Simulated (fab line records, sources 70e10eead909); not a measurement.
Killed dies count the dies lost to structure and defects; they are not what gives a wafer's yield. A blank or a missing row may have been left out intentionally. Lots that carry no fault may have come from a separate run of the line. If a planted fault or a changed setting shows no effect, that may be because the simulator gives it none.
A struck lot beside a sound one	flow nand_harc	15 out of 1302 route steps
Sound: the wafers L166.2, L166.3, L166.4. Struck: wafer L160.6. (L160.4 of the same lot was not struck and is left out.) The cause comes at the end.
Per side, at each step with rows, come the tool, then ch with its chambers, and then its first start. Under that, the readings that differ: sound wafers	struck wafers	difference of the means	sigmas: that difference in standard deviations of wafers without a fault.
alike: words and numbers the same on both sides, and readings whose means are apart by under 2 such deviations; not compared: readings that were withheld, readings missing a value for some wafer, numbers with overlapping values and no deviation given by the record, and bounds like >300 which may hide the same value.
A row with sigmas, a row that says differs or no value, or rows on one side alone: a step with any of these is where the two part. Numbers that don't overlap but have no deviation are shown without sigmas and don't part them. A reading missing from all wafers of one side parts the sides only when that side holds two or more wafers.

first, 8 steps without rows for these wafers: NHARC_A_CHANNEL_HOLE_D1_COAT_36 (time 75 s); NHARC_A_CHANNEL_HOLE_D1_COAT_37 (time 65 s); NHARC_A_CHANNEL_HOLE_D1_COAT_04 (resist thk 90 nm); NHARC_A_CHANNEL_HOLE_D1_SOFTBAKE_05 (time 55 s); NHARC_A_CHANNEL_HOLE_D1_EBR_06; NHARC_A_CHANNEL_HOLE_D1_EXPOSE_07 (exposes mask HOLE D1, target cd 100 nm); NHARC_A_CHANNEL_HOLE_D1_PEB_08 (peb time 65 s); NHARC_A_CHANNEL_HOLE_D1_DEVELOP_09 (develop time 35 s).
NHARC_A_CHANNEL_HOLE_D1_CD_MEAS_10: target cd 100 nm.
  sound on cd_sem-01 ch 0, day 15 12:53; struck on cd_sem-01 ch 0, day 12 20:35
  alike: cd_nm
NHARC_A_CHANNEL_HOLE_D1_OVL_MEAS_11:
  sound: overlay-01 at day 15 12:58; struck: overlay-02 at day 12 20:40
  alike: overlay_x_nm, overlay_y_nm
NHARC_A_CHANNEL_HOLE_D1_INSPECT_12:
  sound: defect_inspect-01 at day 15 13:01; struck: defect_inspect-01 at day 12 20:43
  alike: raw_defect_count
NHARC_A_CHANNEL_HOLE_D1_DESCUM_15: chemistry O2, time 3 s.
  sound on rie_diel-03 ch 1,2,3, day 15 13:05; struck on rie_diel-09 ch 1, day 12 20:47
  alike: drypump_motor_current_A, oes_product_au, rf_vpp_V, showerhead_plenum_p_Torr, throttle_valve_pct
  not compared: rf_hours_counter_h
NHARC_A_CHANNEL_HOLE_D1_ETCH_38: etches the open film in CF4, target depth 39 nm, time 65 s.
  sound on rie_diel-03 ch 0,2,3, day 15 13:16; struck on rie_diel-09 ch 1, day 12 20:51
reading	sound	struck	difference	sigmas
oes_product_au (a.u.)	1.007 1.020 1.009	0.978	-0.034	-3
run_length_s (s)	86.2 87.2 86.8	72.1	-14.6	-29
  alike: drypump_motor_current_A, rf_vpp_V, showerhead_plenum_p_Torr, throttle_valve_pct
  not compared: rf_hours_counter_h
NHARC_A_CHANNEL_HOLE_D1_ETCH_39: etches the open film in N2/H2, target depth 260 nm, time 325 s.
  sound on rie_diel-03 ch 0,2,3; struck on rie_diel-09 ch 0
reading	sound	struck	difference	sigmas
oes_product_au (a.u.)	1.002 1.022 1.026	0.981	-0.036	-3
  alike: drypump_motor_current_A, rf_vpp_V, run_length_s, showerhead_plenum_p_Torr, throttle_valve_pct
  not compared: rf_hours_counter_h
-- record jumps: 16 days between struck wafers' starts before vs after; left off in module A_CHANNEL_HOLE_D1, resumes in module END, first step shown is number 1302 of the route --
NHARC_END_SORT_01:
  at this point the record logs the struck wafers (prober-02 ch 0, day 28 14:35) and has no rows for the sound ones

WHERE THEY PART
At NHARC_A_CHANNEL_HOLE_D1_ETCH_38 first; at NHARC_END_SORT_01 last (within this record only).

WHY: what the simulator had put in
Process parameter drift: rie_diel-09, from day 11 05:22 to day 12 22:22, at NHARC_A_CHANNEL_HOLE_D1_ETCH_38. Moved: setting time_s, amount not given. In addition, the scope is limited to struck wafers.
